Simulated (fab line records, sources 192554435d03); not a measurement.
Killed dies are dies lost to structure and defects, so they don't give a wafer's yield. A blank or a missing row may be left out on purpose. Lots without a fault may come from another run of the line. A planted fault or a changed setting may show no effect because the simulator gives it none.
Split-lot experiment | flow n5_finfet | 7 lots, 39 wafers read, on a route of 1938 steps

THE SPLIT
At N5_SD_EPI_P_DESCUM_14 (chemistry O2, time 7.9 s), the setting time_s was moved away from the recipe's 7.9 s on 15 of the 39 wafers read, by -52.1% to +57.0%. The other wafers ran this setting at the recipe's value.

The reading is taken at the split's own step.

THE READING
CAR-ArF-block_of_SD_EPI_P_COAT_03.thk_nm (the simulator's own value, which no gauge read), in nm, at N5_SD_EPI_P_DESCUM_14 (chemistry O2, time 7.9 s). The file gives no usual value for it. The 24 wafers here that ran the recipe average 143.7 nm, standard deviation 0.33 nm.

wafer  | tool, chamber at the split | time_s as run, s | against the recipe | CAR-ArF-block_of_SD_EPI_P_COAT_03.thk_nm, nm | against lot-mates on the recipe
L076.1 | rie_diel-05, 0             | 7.9              | recipe             | 144.4                                        | -
L076.2 | rie_diel-05, 1,2,1         | 7.9              | recipe             | 143.8                                        | -
L076.4 | rie_diel-05, 1,2,1         | 7.9              | recipe             | 143.8                                        | -
L076.5 | rie_diel-05, 1,2,1         | 7.9              | recipe             | 143.8                                        | -
L076.3 | rie_diel-05, 3             | 7.9              | recipe             | 143.6                                        | -
L076.6 | rie_diel-05, 0             | 7.9              | recipe             | 144.2                                        | -
L078.1 | rie_diel-06, 1,2           | 7.9              | recipe             | 143.4                                        | -
L078.4 | rie_diel-06, 1,2           | 7.9              | recipe             | 143.4                                        | -
L078.2 | rie_diel-06, 0             | 6.299            | -20.3%             | 144.8                                        | +1.3
L078.3 | rie_diel-06, 3             | 6.299            | -20.3%             | 145                                          | +1.5
L078.5 | rie_diel-06, 1             | 6.299            | -20.3%             | 144.4                                        | +0.9
L078.6 | rie_diel-06, 0             | 7.9              | recipe             | 143.6                                        | -
L086.3 | rie_diel-05, 2             | 7.9              | recipe             | 143.8                                        | -
L086.5 | rie_diel-05, 2             | 7.9              | recipe             | 143.8                                        | -
L086.4 | rie_diel-05, 1             | 7.9              | recipe             | 144.2                                        | -
L090.1 | rie_diel-01, 1             | 9.959            | +26.1%             | 141.6                                        | -1.6
L090.2 | rie_diel-01, 0             | 7.9              | recipe             | 143.4                                        | -
L090.3 | rie_diel-01, 3             | 7.9              | recipe             | 143                                          | -
L090.4 | rie_diel-01, 2             | 7.9              | recipe             | 143.2                                        | -
L090.5 | rie_diel-01, 1             | 9.959            | +26.1%             | 142                                          | -1.2
L090.6 | rie_diel-01, 0             | 9.959            | +26.1%             | 142.4                                        | -0.8
L093.1 | rie_diel-01, 2             | 3.782            | -52.1%             | 146                                          | +2.5
L093.2 | rie_diel-01, 0             | 3.782            | -52.1%             | 146.2                                        | +2.7
L093.6 | rie_diel-01, 0             | 3.782            | -52.1%             | 146.2                                        | +2.7
L093.3 | rie_diel-01, 1,3           | 7.9              | recipe             | 143.6                                        | -
L093.4 | rie_diel-01, 1,3           | 7.9              | recipe             | 143.6                                        | -
L093.5 | rie_diel-01, 3             | 7.9              | recipe             | 143.4                                        | -
L095.1 | rie_diel-06, 2             | 7.9              | recipe             | 143.8                                        | -
L095.2 | rie_diel-06, 0,2           | 12.4             | +57.0%             | 140.8                                        | -2.7
L095.5 | rie_diel-06, 0,2           | 12.4             | +57.0%             | 140.8                                        | -2.7
L095.3 | rie_diel-06, 3             | 12.4             | +57.0%             | 141.4                                        | -2.1
L095.4 | rie_diel-06, 1,3           | 7.9              | recipe             | 143.4                                        | -
L095.6 | rie_diel-06, 1,3           | 7.9              | recipe             | 143.4                                        | -
L097.1 | rie_diel-01, 0,1           | 7.9              | recipe             | 143.8                                        | -
L097.6 | rie_diel-01, 0,1           | 7.9              | recipe             | 143.8                                        | -
L097.2 | rie_diel-01, 3,1           | 9.565            | +21.1%             | 142.8                                        | -1.1
L097.3 | rie_diel-01, 3,1           | 9.565            | +21.1%             | 142.8                                        | -1.1
L097.4 | rie_diel-01, 2             | 9.565            | +21.1%             | 142                                          | -1.9
L097.5 | rie_diel-01, 0             | 7.9              | recipe             | 144.2                                        | -
Where a row lists several chambers, the file gives one row for several wafers and doesn't say which wafer went through which chamber.

THE FIT
A straight line over all 39 wafers: CAR-ArF-block_of_SD_EPI_P_COAT_03.thk_nm changes by -0.0492 nm for each +1% of time_s; r = -0.96; the points scatter about the line by 0.34 nm.
The same after taking each lot's own level away (the mean of its wafers on the recipe; 39 wafers): -0.049 nm for each +1%; r = -0.97; scatter 0.28 nm.
On that fit, the largest move of time_s shifts the reading by 2.8 nm.
The lots' own levels span 143.20 to 143.93 nm, that is 2.2 times the standard deviation above.
So the lot-to-lot level changes the slope little: the two slopes agree.
Check: with one of the wafers moved furthest among these (+57.0%) left out of the fit, the line predicts -2.77 nm for it against its lot-mates. It came out at -2.73 nm against them.

OTHER SPLITS ON THESE WAFERS
These wafers also went through other splits before the reading. Each is held against what the fit with the lots' levels taken away leaves over:
other split on the same wafers | wafers away from the commonest value | r with CAR-ArF-block_of_SD_EPI_P_COAT_03.thk_nm (lot level and that fit taken away)
N5_FIN_SAQP_HM_DEP_03 time_s   | 18                                   | -0.13

THE FILE'S OWN FIT
CAR-ArF-block_of_SD_EPI_P_COAT_03.thk_nm changes by -0.0489 nm for each +1% of time_s, r = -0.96.
